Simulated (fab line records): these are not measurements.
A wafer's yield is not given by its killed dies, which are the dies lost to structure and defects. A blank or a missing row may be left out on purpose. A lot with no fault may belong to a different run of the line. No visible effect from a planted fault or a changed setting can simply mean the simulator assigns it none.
Split-lot trial / flow n5-finfet / route with 1938 steps; 7 lots, 21 wafers read

## SPLIT DETAILS
At N5_BEOL_M0_SAQP_PECVD_96 (deposits a-Si from SiH4/He, target thk 45 nm, time 45.2 s), the setting time-s was moved away from the recipe's 45.2 s on 3 of the 21 wafers read, by -14.9% to -4.6%. This setting was run at the recipe's value on the other wafers.

## FROM THE SPLIT TO THE READING: what the file shows between them, 11 steps
- N5_BEOL_M0_SAQP_DEVELOP_13: develop time 30 s (also split here: develop-time-s)
- N5_BEOL_M0_SAQP_ETCH_101: etches SiNx in CH3F/O2, target depth 29.9 nm, time 42.7 s
- N5_BEOL_M0_SAQP_ETCH_102: etches SiO2 in CF4, target depth 4 nm, time 4.4 s
- N5_BEOL_M0_SAQP_MANDREL_ETCH_103: etches a-Si in HBr/Cl2, stops on SiCN, target depth 45 nm, bt time 10 s, time 27 s
- N5_BEOL_M0_SAQP_RECESS_104: chemistry HF/NH3, target SiO2, target depth 18 nm, afs cycles 3, sublimation time 60 s
- N5_BEOL_M0_SAQP_COAT_105: time 60 s, resist thk 100 nm
- N5_BEOL_M0_SAQP_ETCH_106: etches SOC in N2/H2, stops on SiNx, target depth 150 nm
- N5_BEOL_M0_SAQP_ETCH_107: etches SiNx in CH3F/O2, target depth 30 nm
- N5_BEOL_M0_SAQP_STRIP_108: strips in N2/H2
- N5_BEOL_M0_SAQP_RECESS_109: chemistry HF/NH3, target SiO2, target depth 3 nm, afs cycles 1, sublimation time 60 s
- N5_BEOL_M0_SAQP_SPACER2_ALD_26: deposits SiO2, target thk 15 nm, pulse time 1 s, purge time 2 s

## THE READING
a-Si_of_BEOL_M0_SAQP_PECVD_96.thk-nm (the simulator's own value, which no gauge read), in nm, at N5_BEOL_M0_SAQP_SPACER2_ETCHBACK_27 (etches SiO2 in CHF3/O2, target depth 22.5 nm, time 11.25 s). No usual value for it is given in the file. Here, 18 wafers ran the recipe; their average is 43.1 nm with a standard deviation of 0.73 nm.

wafer=L074.1; tool, chamber at the split=pecvd-02, 2,0; time-s as run, s=45.2; against the recipe=recipe; a-Si_of_BEOL_M0_SAQP_PECVD_96.thk-nm, nm=42.8; against lot-mates on the recipe=-
wafer=L074.3; tool, chamber at the split=pecvd-02, 1; time-s as run, s=45.2; against the recipe=recipe; a-Si_of_BEOL_M0_SAQP_PECVD_96.thk-nm, nm=42; against lot-mates on the recipe=-
wafer=L074.5; tool, chamber at the split=pecvd-02, 2,0; time-s as run, s=45.2; against the recipe=recipe; a-Si_of_BEOL_M0_SAQP_PECVD_96.thk-nm, nm=42.6; against lot-mates on the recipe=-
wafer=L076.1; tool, chamber at the split=pecvd-02, 2; time-s as run, s=45.2; against the recipe=recipe; a-Si_of_BEOL_M0_SAQP_PECVD_96.thk-nm, nm=42.4; against lot-mates on the recipe=-
wafer=L076.4; tool, chamber at the split=pecvd-02, 2; time-s as run, s=38.46; against the recipe=-14.9%; a-Si_of_BEOL_M0_SAQP_PECVD_96.thk-nm, nm=36; against lot-mates on the recipe=-6.7
wafer=L076.6; tool, chamber at the split=pecvd-02, 0; time-s as run, s=45.2; against the recipe=recipe; a-Si_of_BEOL_M0_SAQP_PECVD_96.thk-nm, nm=43; against lot-mates on the recipe=-
wafer=L077.1; tool, chamber at the split=pecvd-01, 1; time-s as run, s=45.2; against the recipe=recipe; a-Si_of_BEOL_M0_SAQP_PECVD_96.thk-nm, nm=43.6; against lot-mates on the recipe=-
wafer=L077.2; tool, chamber at the split=pecvd-01, 2; time-s as run, s=45.2; against the recipe=recipe; a-Si_of_BEOL_M0_SAQP_PECVD_96.thk-nm, nm=42.6; against lot-mates on the recipe=-
wafer=L077.4; tool, chamber at the split=pecvd-01, 1; time-s as run, s=45.2; against the recipe=recipe; a-Si_of_BEOL_M0_SAQP_PECVD_96.thk-nm, nm=44.4; against lot-mates on the recipe=-
wafer=L079.1; tool, chamber at the split=pecvd-01, 2; time-s as run, s=45.2; against the recipe=recipe; a-Si_of_BEOL_M0_SAQP_PECVD_96.thk-nm, nm=42.4; against lot-mates on the recipe=-
wafer=L079.2; tool, chamber at the split=pecvd-01, 0; time-s as run, s=38.55; against the recipe=-14.7%; a-Si_of_BEOL_M0_SAQP_PECVD_96.thk-nm, nm=36; against lot-mates on the recipe=-7.1
wafer=L079.6; tool, chamber at the split=pecvd-01, 0; time-s as run, s=45.2; against the recipe=recipe; a-Si_of_BEOL_M0_SAQP_PECVD_96.thk-nm, nm=43.8; against lot-mates on the recipe=-
wafer=L083.1; tool, chamber at the split=pecvd-01, 1; time-s as run, s=45.2; against the recipe=recipe; a-Si_of_BEOL_M0_SAQP_PECVD_96.thk-nm, nm=44.4; against lot-mates on the recipe=-
wafer=L083.2; tool, chamber at the split=pecvd-01, 2; time-s as run, s=45.2; against the recipe=recipe; a-Si_of_BEOL_M0_SAQP_PECVD_96.thk-nm, nm=43.2; against lot-mates on the recipe=-
wafer=L083.5; tool, chamber at the split=pecvd-01, 2; time-s as run, s=45.2; against the recipe=recipe; a-Si_of_BEOL_M0_SAQP_PECVD_96.thk-nm, nm=43.6; against lot-mates on the recipe=-
wafer=L086.2; tool, chamber at the split=pecvd-01, 1; time-s as run, s=45.2; against the recipe=recipe; a-Si_of_BEOL_M0_SAQP_PECVD_96.thk-nm, nm=43.4; against lot-mates on the recipe=-
wafer=L086.3; tool, chamber at the split=pecvd-01, 0; time-s as run, s=45.2; against the recipe=recipe; a-Si_of_BEOL_M0_SAQP_PECVD_96.thk-nm, nm=43.4; against lot-mates on the recipe=-
wafer=L086.6; tool, chamber at the split=pecvd-01, 2; time-s as run, s=45.2; against the recipe=recipe; a-Si_of_BEOL_M0_SAQP_PECVD_96.thk-nm, nm=44; against lot-mates on the recipe=-
wafer=L087.1; tool, chamber at the split=pecvd-02, 0; time-s as run, s=45.2; against the recipe=recipe; a-Si_of_BEOL_M0_SAQP_PECVD_96.thk-nm, nm=42; against lot-mates on the recipe=-
wafer=L087.3; tool, chamber at the split=pecvd-02, 1; time-s as run, s=45.2; against the recipe=recipe; a-Si_of_BEOL_M0_SAQP_PECVD_96.thk-nm, nm=42.6; against lot-mates on the recipe=-
wafer=L087.6; tool, chamber at the split=pecvd-02, 0; time-s as run, s=43.12; against the recipe=-4.6%; a-Si_of_BEOL_M0_SAQP_PECVD_96.thk-nm, nm=41.2; against lot-mates on the recipe=-1.1
The file does not say which wafer passed through which chamber wherever a row lists several chambers: such a row stands for several wafers.

FIT RESULTS
A straight line over all 21 wafers: a-Si_of_BEOL_M0_SAQP_PECVD_96.thk-nm changes by +0.479 nm for each +1% of time-s; r = +0.95; the points scatter about the line by 0.71 nm.
The same after taking each lot's own level away (the mean of its wafers on the recipe; 21 wafers): +0.458 nm for each +1%; r = +0.97; scatter 0.53 nm.
Per that fit: largest time-s move, reading shift of 6.8 nm.
The lots' own levels span 42.30 to 43.73 nm, that is 2.0 times the standard deviation above.
So the lot-to-lot level changes the slope little: the two slopes agree.
Check: for one of the wafers moved furthest among these (-14.9%), held out of the fit, the line's prediction against its lot-mates is -6.88 nm. Against them it came out at -6.7 nm.

## FURTHER SPLITS ON THESE WAFERS
These wafers also went through other splits before the reading. Each is held against what the fit with the lots' levels taken away leaves over:
other split on the same wafers=N5_MOL_CONTACT_COAG_COAT_64 spin-rpm; wafers away from the commonest value=3; r with a-Si_of_BEOL_M0_SAQP_PECVD_96.thk-nm (lot level and that fit taken away)=+0.11
other split on the same wafers=N5_MOL_CONTACT_COAG_COAT_34 spin-rpm; wafers away from the commonest value=11; r with a-Si_of_BEOL_M0_SAQP_PECVD_96.thk-nm (lot level and that fit taken away)=-0.16
other split on the same wafers=N5_BEOL_M0_SAQP_DEVELOP_13 develop-time-s; wafers away from the commonest value=8; r with a-Si_of_BEOL_M0_SAQP_PECVD_96.thk-nm (lot level and that fit taken away)=-0.24

## THE WHOLE CHAIN: every reading that the file lists as answering this split, in the file's order
step=N5_BEOL_M0_SAQP_PECVD_96; what it does=deposits a-Si from SiH4/He, target thk 45 nm, time 45.2 s; reading=a-Si_of_BEOL_M0_SAQP_PECVD_96.thk-nm (the simulator's own value, which no gauge read); change (the file's fit)=+0.44 nm for each +1% of the setting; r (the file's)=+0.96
step=N5_BEOL_M0_SAQP_MANDREL_ETCH_103; what it does=etches a-Si in HBr/Cl2, stops on SiCN, target depth 45 nm, bt time 10 s, time 27 s; reading=etch.depth-nm (the simulator's own value, which no gauge read); change (the file's fit)=+0.445 nm for each +1% of the setting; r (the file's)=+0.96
step=N5_BEOL_M0_SAQP_ETCH_107; what it does=etches SiNx in CH3F/O2, target depth 30 nm; reading=a-Si_of_BEOL_M0_SAQP_PECVD_96.thk-nm (the simulator's own value, which no gauge read); change (the file's fit)=+0.447 nm for each +1% of the setting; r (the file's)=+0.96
step=N5_BEOL_M0_SAQP_SPACER2_ETCHBACK_27; what it does=etches SiO2 in CHF3/O2, target depth 22.5 nm, time 11.25 s; reading=a-Si_of_BEOL_M0_SAQP_PECVD_96.thk-nm (the simulator's own value, which no gauge read); change (the file's fit)=+0.455 nm for each +1% of the setting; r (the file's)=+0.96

## THE FILE'S OWN FIT
a-Si_of_BEOL_M0_SAQP_PECVD_96.thk-nm changes by +0.455 nm for each +1% of time-s, r = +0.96.
